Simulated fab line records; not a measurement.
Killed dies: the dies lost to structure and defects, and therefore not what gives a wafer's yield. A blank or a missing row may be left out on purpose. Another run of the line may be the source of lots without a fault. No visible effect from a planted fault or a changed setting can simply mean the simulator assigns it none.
Which of the tools did it? || flow nandHarc || 11 lots with 33 wafers sampled at 7 steps, on a route of 1302 steps

== WHAT THE GAUGES SHOWED, per wafer ==
NHARC_P_STI_CD_MEAS_16. Usual: cdNm at 199 nm, with a standard deviation of 3.2.
{"lot": "L758", "measured": "day 3 10:34", "on": "cdSem-02", "cdNm (nm)": "198 198 201", "flag": ""}
{"lot": "L759", "measured": "day 3 17:43", "on": "cdSem-01", "cdNm (nm)": "201 195 197", "flag": ""}
{"lot": "L760", "measured": "day 4 01:34", "on": "cdSem-03", "cdNm (nm)": "202 203 201", "flag": ""}
{"lot": "L762", "measured": "day 4 21:42", "on": "cdSem-03", "cdNm (nm)": "201 196 196", "flag": ""}
{"lot": "L763", "measured": "day 5 09:27", "on": "cdSem-03", "cdNm (nm)": "194 195 200", "flag": ""}
{"lot": "L772", "measured": "day 9 01:49", "on": "cdSem-02", "cdNm (nm)": "201 199 203", "flag": ""}
{"lot": "L773", "measured": "day 9 12:14", "on": "cdSem-03", "cdNm (nm)": "199 202 203", "flag": ""}
{"lot": "L774", "measured": "day 9 22:11", "on": "cdSem-03", "cdNm (nm)": "205 204 193", "flag": ""}
{"lot": "L775", "measured": "day 10 08:10", "on": "cdSem-03", "cdNm (nm)": "201 201 195", "flag": ""}
{"lot": "L777", "measured": "day 11 05:34", "on": "cdSem-02", "cdNm (nm)": "202 196 205", "flag": ""}
{"lot": "L778", "measured": "day 11 13:37", "on": "cdSem-03", "cdNm (nm)": "200 199 198", "flag": ""}

NHARC_P_GATE_CD_MEAS_26: the cd target is 120 nm. Usual: cdNm at 120.0 nm, with a standard deviation of 0.75.
{"lot": "L758", "measured": "day 5 16:53", "on": "cdSem-02", "cdNm (nm)": "119.6 119.4 119.7", "flag": ""}
{"lot": "L759", "measured": "day 5 17:38", "on": "cdSem-02", "cdNm (nm)": "119.1 119.0 119.1", "flag": ""}
{"lot": "L760", "measured": "day 6 12:40", "on": "cdSem-01", "cdNm (nm)": "120.6 120.6 119.6", "flag": ""}
{"lot": "L762", "measured": "day 7 06:22", "on": "cdSem-02", "cdNm (nm)": "90.7 91.3 91.0", "flag": "OFF"}
{"lot": "L763", "measured": "day 7 13:56", "on": "cdSem-02", "cdNm (nm)": "120.2 117.9 120.0", "flag": ""}
{"lot": "L772", "measured": "day 11 03:44", "on": "cdSem-01", "cdNm (nm)": "120.6 120.6 120.6", "flag": ""}
{"lot": "L773", "measured": "day 11 19:37", "on": "cdSem-03", "cdNm (nm)": "120.1 121.1 121.0", "flag": ""}
{"lot": "L774", "measured": "day 12 09:23", "on": "cdSem-02", "cdNm (nm)": "119.4 119.9 120.8", "flag": ""}
{"lot": "L775", "measured": "day 12 15:13", "on": "cdSem-01", "cdNm (nm)": "120.9 119.9 120.1", "flag": ""}
{"lot": "L777", "measured": "day 13 11:47", "on": "cdSem-02", "cdNm (nm)": "120.2 118.5 119.0", "flag": ""}
{"lot": "L778", "measured": "day 13 21:24", "on": "cdSem-03", "cdNm (nm)": "120.6 119.7 120.1", "flag": ""}

NHARC_P_GATE_CD_MEAS_33. Usual: cdNm at 121 nm, with a standard deviation of 3.7.
{"lot": "L758", "measured": "day 5 17:52", "on": "cdSem-03", "cdNm (nm)": "119 126 122", "flag": ""}
{"lot": "L759", "measured": "day 5 18:38", "on": "cdSem-03", "cdNm (nm)": "125 113 115", "flag": ""}
{"lot": "L760", "measured": "day 6 13:39", "on": "cdSem-01", "cdNm (nm)": "118 126 117", "flag": ""}
{"lot": "L762", "measured": "day 7 07:20", "on": "cdSem-02", "cdNm (nm)": "96 95 94", "flag": "OFF"}
{"lot": "L763", "measured": "day 7 14:55", "on": "cdSem-03", "cdNm (nm)": "127 113 120", "flag": ""}
{"lot": "L772", "measured": "day 11 04:43", "on": "cdSem-01", "cdNm (nm)": "118 124 123", "flag": ""}
{"lot": "L773", "measured": "day 11 20:36", "on": "cdSem-02", "cdNm (nm)": "119 116 120", "flag": ""}
{"lot": "L774", "measured": "day 12 10:25", "on": "cdSem-02", "cdNm (nm)": "117 118 122", "flag": ""}
{"lot": "L775", "measured": "day 12 16:11", "on": "cdSem-02", "cdNm (nm)": "123 123 124", "flag": ""}
{"lot": "L777", "measured": "day 13 12:47", "on": "cdSem-01", "cdNm (nm)": "122 113 119", "flag": ""}
{"lot": "L778", "measured": "day 13 22:25", "on": "cdSem-03", "cdNm (nm)": "117 115 111", "flag": ""}

NHARC_END_SORT_01. Usual: killedAtArray 56, standard deviation 17; killedAtOther 1.2, standard deviation 1.4; killedAtPeriphery 4, standard deviation 3.2; killedDies 61, standard deviation 16; killedOpen 3.6, standard deviation 2.1; killedShort 2.7, standard deviation 1.8.
{"lot": "L759", "measured": "day 24 18:47", "on": "prober-02", "killedAtArray": "76 57 76", "killedAtOther": "0 1 0", "killedAtPeriphery": "0 1 2", "killedDies": "76 59 78", "killedOpen": "2 0 5", "killedShort": "8 1 1", "flag": ""}
{"lot": "L762", "measured": "day 26 09:25", "on": "prober-02", "killedAtArray": "34 22 23", "killedAtOther": "1 3 1", "killedAtPeriphery": "518 572 617", "killedDies": "553 597 641", "killedOpen": "4 2 4", "killedShort": "8 3 4", "flag": "OFF"}
{"lot": "L772", "measured": "day 30 18:19", "on": "prober-01", "killedAtArray": "46 57 48", "killedAtOther": "2 2 0", "killedAtPeriphery": "3 1 2", "killedDies": "51 60 50", "killedOpen": "1 4 7", "killedShort": "3 2 1", "flag": ""}

== TOOL THAT RAN EACH LOT (tool first, then ch and the chambers of the sampled wafers, then the start) ==
{"lot": "L758", "NHARC_P_GATE_DESCUM_13": "rieDiel-05 ch 0,2,3, day 5 02:53", "NHARC_P_GATE_EXPOSE_23": "arfiScanner-02 ch 0, day 5 16:44", "NHARC_P_GATE_ETCH_32": "rieSi-03 ch 2,3, day 5 17:31"}
{"lot": "L759", "NHARC_P_GATE_DESCUM_13": "rieDiel-05 ch 1,2,3, day 5 03:01", "NHARC_P_GATE_EXPOSE_23": "arfiScanner-01 ch 0, day 5 17:31", "NHARC_P_GATE_ETCH_32": "rieSi-02 ch 0,1,3, day 5 18:17"}
{"lot": "L760", "NHARC_P_GATE_DESCUM_13": "rieDiel-09 ch 0,1, day 5 14:49", "NHARC_P_GATE_EXPOSE_23": "arfiScanner-02 ch 0, day 6 12:32", "NHARC_P_GATE_ETCH_32": "rieSi-03 ch 0,2,3, day 6 13:19"}
{"lot": "L762", "NHARC_P_GATE_DESCUM_13": "rieDiel-05 ch 1,2,3, day 6 11:34", "NHARC_P_GATE_EXPOSE_23": "arfiScanner-01 ch 0, day 7 06:13", "NHARC_P_GATE_ETCH_32": "rieSi-05 ch 0,1,3, day 7 07:01"}
{"lot": "L763", "NHARC_P_GATE_DESCUM_13": "rieDiel-10 ch 0,1,3, day 6 23:52", "NHARC_P_GATE_EXPOSE_23": "arfiScanner-02 ch 0, day 7 13:48", "NHARC_P_GATE_ETCH_32": "rieSi-02 ch 0,2,3, day 7 14:35"}
{"lot": "L772", "NHARC_P_GATE_DESCUM_13": "rieDiel-05 ch 1,2,3, day 10 12:52", "NHARC_P_GATE_EXPOSE_23": "arfiScanner-01 ch 0, day 11 03:36", "NHARC_P_GATE_ETCH_32": "rieSi-02 ch 1,2, day 11 04:24"}
{"lot": "L773", "NHARC_P_GATE_DESCUM_13": "rieDiel-10 ch 0,1,2, day 10 23:37", "NHARC_P_GATE_EXPOSE_23": "arfiScanner-01 ch 0, day 11 19:29", "NHARC_P_GATE_ETCH_32": "rieSi-05 ch 0,3, day 11 20:16"}
{"lot": "L774", "NHARC_P_GATE_DESCUM_13": "rieDiel-09 ch 0,2,3, day 11 17:16", "NHARC_P_GATE_EXPOSE_23": "arfiScanner-01 ch 0, day 12 09:16", "NHARC_P_GATE_ETCH_32": "rieSi-02 ch 0,1, day 12 10:04"}
{"lot": "L775", "NHARC_P_GATE_DESCUM_13": "rieDiel-10 ch 0,1,3, day 12 01:26", "NHARC_P_GATE_EXPOSE_23": "arfiScanner-01 ch 0, day 12 15:04", "NHARC_P_GATE_ETCH_32": "rieSi-05 ch 1,2, day 12 15:51"}
{"lot": "L777", "NHARC_P_GATE_DESCUM_13": "rieDiel-09 ch 0,1, day 12 19:50", "NHARC_P_GATE_EXPOSE_23": "arfiScanner-03 ch 0, day 13 11:40", "NHARC_P_GATE_ETCH_32": "rieSi-05 ch 0,3, day 13 12:26"}
{"lot": "L778", "NHARC_P_GATE_DESCUM_13": "rieDiel-05 ch 1,3, day 13 03:19", "NHARC_P_GATE_EXPOSE_23": "arfiScanner-03 ch 0, day 13 21:16", "NHARC_P_GATE_ETCH_32": "rieSi-02 ch 2,3, day 13 22:02"}
- NHARC_P_GATE_DESCUM_13: chemistry O2, time 3 s.
- NHARC_P_GATE_EXPOSE_23: exposes mask P GATE, target cd 120 nm.
- NHARC_P_GATE_ETCH_32: etches the open film in HBr/Cl2, target depth 150 nm, time 100.1 s.

== WHAT THE TOOLS THEMSELVES READ (means of the sampled wafers that have a number; where no wafer has one, the mark that the record gives instead) ==
NHARC_P_GATE_DESCUM_13. Usual: drypumpMotorCurrentA 5.7 A, standard deviation 0.58; oesProductAu 1.002 a.u., standard deviation 0.014; rfVppV 57.7 V, standard deviation 0.79; showerheadPlenumPTorr 1.91 Torr, standard deviation 0.062; throttleValvePct 11.311 %, standard deviation 0.0096.
{"lot": "L758", "tool": "rieDiel-05", "drypumpMotorCurrentA (A)": 6.3, "oesProductAu (a.u.)": 1.005, "rfVppV (V)": 57.8, "showerheadPlenumPTorr (Torr)": 1.91, "throttleValvePct (%)": 11.308, "flag": ""}
{"lot": "L759", "tool": "rieDiel-05", "drypumpMotorCurrentA (A)": 6.1, "oesProductAu (a.u.)": 1.006, "rfVppV (V)": 58.5, "showerheadPlenumPTorr (Torr)": 1.93, "throttleValvePct (%)": 11.311, "flag": ""}
{"lot": "L760", "tool": "rieDiel-09", "drypumpMotorCurrentA (A)": 5.1, "oesProductAu (a.u.)": 0.994, "rfVppV (V)": 57.4, "showerheadPlenumPTorr (Torr)": 1.94, "throttleValvePct (%)": 11.311, "flag": ""}
{"lot": "L762", "tool": "rieDiel-05", "drypumpMotorCurrentA (A)": 6.1, "oesProductAu (a.u.)": 1.000, "rfVppV (V)": 57.8, "showerheadPlenumPTorr (Torr)": 1.93, "throttleValvePct (%)": 11.314, "flag": ""}
{"lot": "L763", "tool": "rieDiel-10", "drypumpMotorCurrentA (A)": 5.1, "oesProductAu (a.u.)": 0.996, "rfVppV (V)": 56.8, "showerheadPlenumPTorr (Torr)": 1.88, "throttleValvePct (%)": 11.311, "flag": ""}
{"lot": "L772", "tool": "rieDiel-05", "drypumpMotorCurrentA (A)": 6.1, "oesProductAu (a.u.)": 1.000, "rfVppV (V)": 57.6, "showerheadPlenumPTorr (Torr)": 1.93, "throttleValvePct (%)": 11.316, "flag": ""}
{"lot": "L773", "tool": "rieDiel-10", "drypumpMotorCurrentA (A)": 5.1, "oesProductAu (a.u.)": 0.991, "rfVppV (V)": 58.4, "showerheadPlenumPTorr (Torr)": 1.89, "throttleValvePct (%)": 11.305, "flag": ""}
{"lot": "L774", "tool": "rieDiel-09", "drypumpMotorCurrentA (A)": 5.6, "oesProductAu (a.u.)": 1.016, "rfVppV (V)": 58.5, "showerheadPlenumPTorr (Torr)": 1.88, "throttleValvePct (%)": 11.316, "flag": ""}
{"lot": "L775", "tool": "rieDiel-10", "drypumpMotorCurrentA (A)": 5.1, "oesProductAu (a.u.)": 1.008, "rfVppV (V)": 58.0, "showerheadPlenumPTorr (Torr)": 1.88, "throttleValvePct (%)": 11.311, "flag": ""}
{"lot": "L777", "tool": "rieDiel-09", "drypumpMotorCurrentA (A)": 5.1, "oesProductAu (a.u.)": 1.011, "rfVppV (V)": 58.2, "showerheadPlenumPTorr (Torr)": 1.94, "throttleValvePct (%)": 11.310, "flag": ""}
{"lot": "L778", "tool": "rieDiel-05", "drypumpMotorCurrentA (A)": 6.4, "oesProductAu (a.u.)": 0.976, "rfVppV (V)": 57.3, "showerheadPlenumPTorr (Torr)": 1.87, "throttleValvePct (%)": 11.308, "flag": ""}

NHARC_P_GATE_EXPOSE_23. Usual: exposureDoseMJCm2 at 93.91, with a standard deviation of 0.09.
{"lot": "L758", "tool": "arfiScanner-02", "exposureDoseMJCm2": 93.92, "flag": ""}
{"lot": "L759", "tool": "arfiScanner-01", "exposureDoseMJCm2": 93.91, "flag": ""}
{"lot": "L760", "tool": "arfiScanner-02", "exposureDoseMJCm2": 93.92, "flag": ""}
{"lot": "L762", "tool": "arfiScanner-01", "exposureDoseMJCm2": 93.93, "flag": ""}
{"lot": "L763", "tool": "arfiScanner-02", "exposureDoseMJCm2": 93.90, "flag": ""}
{"lot": "L772", "tool": "arfiScanner-01", "exposureDoseMJCm2": 93.87, "flag": ""}
{"lot": "L773", "tool": "arfiScanner-01", "exposureDoseMJCm2": 93.93, "flag": ""}
{"lot": "L774", "tool": "arfiScanner-01", "exposureDoseMJCm2": 93.83, "flag": ""}
{"lot": "L775", "tool": "arfiScanner-01", "exposureDoseMJCm2": 93.91, "flag": ""}
{"lot": "L777", "tool": "arfiScanner-03", "exposureDoseMJCm2": 93.91, "flag": ""}
{"lot": "L778", "tool": "arfiScanner-03", "exposureDoseMJCm2": 93.95, "flag": ""}

NHARC_P_GATE_ETCH_32. Usual: drypumpMotorCurrentA 5.9 A, standard deviation 0.37; hbrFlowSccm 150.0 sccm, standard deviation 0.42; oesProductAu 0.998 a.u., standard deviation 0.015; throttleValvePct 26.406 %, standard deviation 0.009.
{"lot": "L758", "tool": "rieSi-03", "drypumpMotorCurrentA (A)": 6.2, "hbrFlowSccm (sccm)": 149.7, "oesProductAu (a.u.)": 1.010, "throttleValvePct (%)": 26.404, "flag": ""}
{"lot": "L759", "tool": "rieSi-02", "drypumpMotorCurrentA (A)": 5.8, "hbrFlowSccm (sccm)": 150.1, "oesProductAu (a.u.)": 1.008, "throttleValvePct (%)": 26.404, "flag": ""}
{"lot": "L760", "tool": "rieSi-03", "drypumpMotorCurrentA (A)": 6.3, "hbrFlowSccm (sccm)": 150.3, "oesProductAu (a.u.)": 1.006, "throttleValvePct (%)": 26.403, "flag": ""}
{"lot": "L762", "tool": "rieSi-05", "drypumpMotorCurrentA (A)": 5.8, "hbrFlowSccm (sccm)": 150.0, "oesProductAu (a.u.)": 0.982, "throttleValvePct (%)": 26.413, "flag": ""}
{"lot": "L763", "tool": "rieSi-02", "drypumpMotorCurrentA (A)": 5.6, "hbrFlowSccm (sccm)": 149.8, "oesProductAu (a.u.)": 1.014, "throttleValvePct (%)": 26.412, "flag": ""}
{"lot": "L772", "tool": "rieSi-02", "drypumpMotorCurrentA (A)": 5.7, "hbrFlowSccm (sccm)": 150.0, "oesProductAu (a.u.)": 0.998, "throttleValvePct (%)": 26.403, "flag": ""}
{"lot": "L773", "tool": "rieSi-05", "drypumpMotorCurrentA (A)": 5.8, "hbrFlowSccm (sccm)": 150.1, "oesProductAu (a.u.)": 0.980, "throttleValvePct (%)": 26.405, "flag": ""}
{"lot": "L774", "tool": "rieSi-02", "drypumpMotorCurrentA (A)": 5.8, "hbrFlowSccm (sccm)": 150.2, "oesProductAu (a.u.)": 1.014, "throttleValvePct (%)": 26.407, "flag": ""}
{"lot": "L775", "tool": "rieSi-05", "drypumpMotorCurrentA (A)": 6.3, "hbrFlowSccm (sccm)": 149.9, "oesProductAu (a.u.)": 0.973, "throttleValvePct (%)": 26.415, "flag": ""}
{"lot": "L777", "tool": "rieSi-05", "drypumpMotorCurrentA (A)": 5.8, "hbrFlowSccm (sccm)": 149.6, "oesProductAu (a.u.)": 0.992, "throttleValvePct (%)": 26.407, "flag": ""}
{"lot": "L778", "tool": "rieSi-02", "drypumpMotorCurrentA (A)": 5.7, "hbrFlowSccm (sccm)": 150.2, "oesProductAu (a.u.)": 1.010, "throttleValvePct (%)": 26.415, "flag": ""}

== THE ANSWER, worked out from the rows above alone ==
Rule: lot off if the mean of its wafers having a number is beyond 3 standard deviations from the usual mean. Also off: a lot with no number at a reading for which 4 or more lots have one. All remaining lots with rows at the step are treated as sound. After the gauges, taken in route order, come the tools' own readings; for these a lot's mean is taken, as printed above. At the first step where some lot is off, the reading lying furthest off is the one used; lots without a number count as furthest.
Off, at NHARC_P_GATE_CD_MEAS_26 on cdNm: L762.
If a tool, at a process step before that reading, ran all the lots that are off and no sound lot after the first of them, it fits. Not tried: the gauges at NHARC_P_GATE_CD_MEAS_26; whatever is off there is also off at NHARC_END_SORT_01, on other tools, and gauge error can't account for it. Of those tried, none fits.

== WHAT THE SIMULATOR HAD PUT IN ==
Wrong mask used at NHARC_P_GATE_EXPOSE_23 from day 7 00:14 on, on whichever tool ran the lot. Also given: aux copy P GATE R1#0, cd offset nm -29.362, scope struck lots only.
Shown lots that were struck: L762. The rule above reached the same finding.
